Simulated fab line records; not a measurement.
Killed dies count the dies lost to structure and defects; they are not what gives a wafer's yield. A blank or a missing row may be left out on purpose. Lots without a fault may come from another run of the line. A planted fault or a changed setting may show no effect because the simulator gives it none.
Matching of chambers || flow n5Finfet || N5_ZERO_LAYER_ETCH_17 on rieDiel-06: 4 sister chambers
The step etches SiO2 in CF4, target depth 12 nm, time 13.3 s. 14 wafers are shown with their chamber, then 7 later ones without.

WAFERS, EACH WITH ITS CHAMBER
{"wafer": "L074.2", "chamber": 0, "showerheadPlenumPTorr (Torr)": 2.10, "drypumpMotorCurrentA (A)": 5.2, "oesProductAu (a.u.)": 0.85}
{"wafer": "L074.3", "chamber": 2, "showerheadPlenumPTorr (Torr)": 2.25, "drypumpMotorCurrentA (A)": 5.6, "oesProductAu (a.u.)": 0.80}
{"wafer": "L074.5", "chamber": 1, "showerheadPlenumPTorr (Torr)": 2.13, "drypumpMotorCurrentA (A)": 6.6, "oesProductAu (a.u.)": 0.72}
{"wafer": "L076.1", "chamber": 1, "showerheadPlenumPTorr (Torr)": 2.13, "drypumpMotorCurrentA (A)": 6.5, "oesProductAu (a.u.)": 0.71}
{"wafer": "L076.3", "chamber": 2, "showerheadPlenumPTorr (Torr)": 2.25, "drypumpMotorCurrentA (A)": 5.6, "oesProductAu (a.u.)": 0.79}
{"wafer": "L076.6", "chamber": 1, "showerheadPlenumPTorr (Torr)": 2.13, "drypumpMotorCurrentA (A)": 6.5, "oesProductAu (a.u.)": 0.72}
{"wafer": "L077.1", "chamber": 1, "showerheadPlenumPTorr (Torr)": 2.13, "drypumpMotorCurrentA (A)": 6.6, "oesProductAu (a.u.)": 0.72}
{"wafer": "L077.4", "chamber": 3, "showerheadPlenumPTorr (Torr)": 2.23, "drypumpMotorCurrentA (A)": 5.6, "oesProductAu (a.u.)": 0.76}
{"wafer": "L077.5", "chamber": 1, "showerheadPlenumPTorr (Torr)": 2.13, "drypumpMotorCurrentA (A)": 6.6, "oesProductAu (a.u.)": 0.71}
{"wafer": "L078.1", "chamber": 0, "showerheadPlenumPTorr (Torr)": 2.09, "drypumpMotorCurrentA (A)": 5.1, "oesProductAu (a.u.)": 0.84}
{"wafer": "L078.3", "chamber": 2, "showerheadPlenumPTorr (Torr)": 2.24, "drypumpMotorCurrentA (A)": 5.6, "oesProductAu (a.u.)": 0.80}
{"wafer": "L078.5", "chamber": 0, "showerheadPlenumPTorr (Torr)": 2.09, "drypumpMotorCurrentA (A)": 5.2, "oesProductAu (a.u.)": 0.84}
{"wafer": "L079.1", "chamber": 3, "showerheadPlenumPTorr (Torr)": 2.23, "drypumpMotorCurrentA (A)": 5.6, "oesProductAu (a.u.)": 0.74}
{"wafer": "L079.4", "chamber": 3, "showerheadPlenumPTorr (Torr)": 2.23, "drypumpMotorCurrentA (A)": 5.6, "oesProductAu (a.u.)": 0.74}

SIGNATURES (averages over the wafers above)
{"reading": "showerheadPlenumPTorr", "chamber 0": 2.0933, "chamber 1": 2.1300, "chamber 2": 2.2467, "chamber 3": 2.2300, "scatter within a chamber": 0.00365}
{"reading": "drypumpMotorCurrentA", "chamber 0": 5.167, "chamber 1": 6.560, "chamber 2": 5.600, "chamber 3": 5.600, "scatter within a chamber": 0.0432}
{"reading": "oesProductAu", "chamber 0": 0.8433, "chamber 1": 0.7160, "chamber 2": 0.7967, "chamber 3": 0.7467, "scatter within a chamber": 0.00721}
Rule: for a wafer and a chamber, the distance is found by dividing, reading by reading, the gap between the wafer's reading and the chamber's mean by the reading's scatter, squaring, summing and taking the root. If the next closest chamber is less than 2 further off than the closest, the wafer can't be placed; otherwise it belongs to the closest. The scatter: take each reading less its chamber's mean, square it, sum over the shown wafers, divide by the number of wafers less the number of chambers, and take the root.

WAFERS WITH NO CHAMBER GIVEN
{"wafer": "L079.6", "showerheadPlenumPTorr (Torr)": 2.09, "drypumpMotorCurrentA (A)": 5.2, "oesProductAu (a.u.)": 0.83}
{"wafer": "L088.2", "showerheadPlenumPTorr (Torr)": 2.09, "drypumpMotorCurrentA (A)": 5.1, "oesProductAu (a.u.)": 0.82}
{"wafer": "L088.3", "showerheadPlenumPTorr (Torr)": 2.24, "drypumpMotorCurrentA (A)": 5.6, "oesProductAu (a.u.)": 0.77}
{"wafer": "L088.5", "showerheadPlenumPTorr (Torr)": 2.24, "drypumpMotorCurrentA (A)": 5.6, "oesProductAu (a.u.)": 0.76}
{"wafer": "L090.4", "showerheadPlenumPTorr (Torr)": 2.22, "drypumpMotorCurrentA (A)": 5.7, "oesProductAu (a.u.)": 0.72}
{"wafer": "L090.5", "showerheadPlenumPTorr (Torr)": 2.24, "drypumpMotorCurrentA (A)": 5.6, "oesProductAu (a.u.)": 0.76}
{"wafer": "L090.6", "showerheadPlenumPTorr (Torr)": 2.22, "drypumpMotorCurrentA (A)": 5.7, "oesProductAu (a.u.)": 0.74}

CHAMBER TAKEN BY EACH
{"wafer": "L079.6", "from the rows above": 0, "in truth": 0}
{"wafer": "L088.2", "from the rows above": 0, "in truth": 0}
{"wafer": "L088.3", "from the rows above": "can't be placed: 2 or 3", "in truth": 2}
{"wafer": "L088.5", "from the rows above": 3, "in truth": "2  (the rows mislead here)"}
{"wafer": "L090.4", "from the rows above": 3, "in truth": 3}
{"wafer": "L090.5", "from the rows above": 3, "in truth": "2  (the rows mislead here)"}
{"wafer": "L090.6", "from the rows above": 3, "in truth": 3}
Placed correctly: 4 of 7. From these rows, 1 cannot be placed; in 1 the true chamber is one of the candidates. Wrongly placed: 2.
